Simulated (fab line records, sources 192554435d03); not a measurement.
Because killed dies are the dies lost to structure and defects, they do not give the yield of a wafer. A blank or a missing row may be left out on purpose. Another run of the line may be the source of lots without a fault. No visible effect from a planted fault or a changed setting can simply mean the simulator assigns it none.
Split-lot trial ; flow n5_finfet ; on a route of 1938 steps: 7 lots, 21 wafers read

ABOUT THE SPLIT
At N5_DUMMY_GATE_COAT_28 (time 60 s, resist thk 10 nm), the setting spin_rpm was moved away from the recipe's 1500 rpm on 8 of the 21 wafers read, by -7.9% to +10.5%. For the rest of the wafers, this setting stayed at what the recipe calls for.

The reading is taken at the split's own step.

THE READING
underlayer_of_DUMMY_GATE_COAT_28.thk_nm (the simulator's own value, which no gauge read), in nm, at N5_DUMMY_GATE_COAT_28 (time 60 s, resist thk 10 nm). The file gives no usual value for it.

wafer;tool, chamber at the split;spin_rpm as run, rpm;against the recipe;underlayer_of_DUMMY_GATE_COAT_28.thk_nm, nm;against lot-mates on the recipe
L075.1;litho_track-05, 0;1560;+4.0%;9.8;-0.2
L075.6;litho_track-05, 0;1560;+4.0%;9.8;-0.2
L075.3;litho_track-05, 0;1500;recipe;10;-
L078.2;litho_track-01, 0;1397;-6.9%;10.4;no lot-mate on the recipe
L078.3;litho_track-01, 0;1397;-6.9%;10.4;no lot-mate on the recipe
L078.6;litho_track-01, 0;1397;-6.9%;10.4;no lot-mate on the recipe
L080.3;litho_track-05, 0;1500;recipe;10;-
L080.5;litho_track-05, 0;1500;recipe;10;-
L080.6;litho_track-05, 0;1657;+10.5%;9.4;-0.6
L081.4;litho_track-01, 0;1500;recipe;10;-
L081.5;litho_track-01, 0;1500;recipe;10;-
L081.6;litho_track-01, 0;1381;-7.9%;10.4;+0.4
L082.2;litho_track-02, 0;1500;recipe;10;-
L082.3;litho_track-02, 0;1500;recipe;10;-
L082.6;litho_track-02, 0;1500;recipe;10;-
L084.1;litho_track-01, 0;1500;recipe;10;-
L084.3;litho_track-01, 0;1500;recipe;10;-
L084.4;litho_track-01, 0;1500;recipe;10;-
L091.2;litho_track-05, 0;1401;-6.6%;10.4;+0.4
L091.5;litho_track-05, 0;1500;recipe;10;-
L091.6;litho_track-05, 0;1500;recipe;10;-

FIT RESULTS
A straight line over all 21 wafers: underlayer_of_DUMMY_GATE_COAT_28.thk_nm changes by -0.0562 nm for each +1% of spin_rpm; r = -1.00; the points scatter about the line by 0.016 nm.
The same after taking each lot's own level away (the mean of its wafers on the recipe; 18 wafers): -0.0552 nm for each +1%; r = -1.00; scatter 0.016 nm.
According to that fit, moving spin_rpm by its largest amount changes the reading by 0.58 nm.
The lots' own levels span 10.00 to 10.00 nm.
The two slopes agree, so the slope changes little with the lot-to-lot level.
Check: with one of the wafers moved furthest among these (+10.5%) left out of the fit, the line predicts -0.556 nm for it against its lot-mates. It came out at -0.6 nm against them.

ADDITIONAL SPLITS CARRIED BY THESE WAFERS
Note: prior to the reading, these wafers also went through further splits. Each is held against what the fit with the lots' levels taken away leaves over:
other split on the same wafers;wafers away from the commonest value;r with underlayer_of_DUMMY_GATE_COAT_28.thk_nm (lot level and that fit taken away)
N5_ZERO_LAYER_COAT_05 spin_rpm;8;-0.40
N5_ZERO_LAYER_DEVELOP_10 develop_time_s;7;+0.09

FILE'S OWN FIT
underlayer_of_DUMMY_GATE_COAT_28.thk_nm changes by -0.0556 nm for each +1% of spin_rpm, r = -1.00.
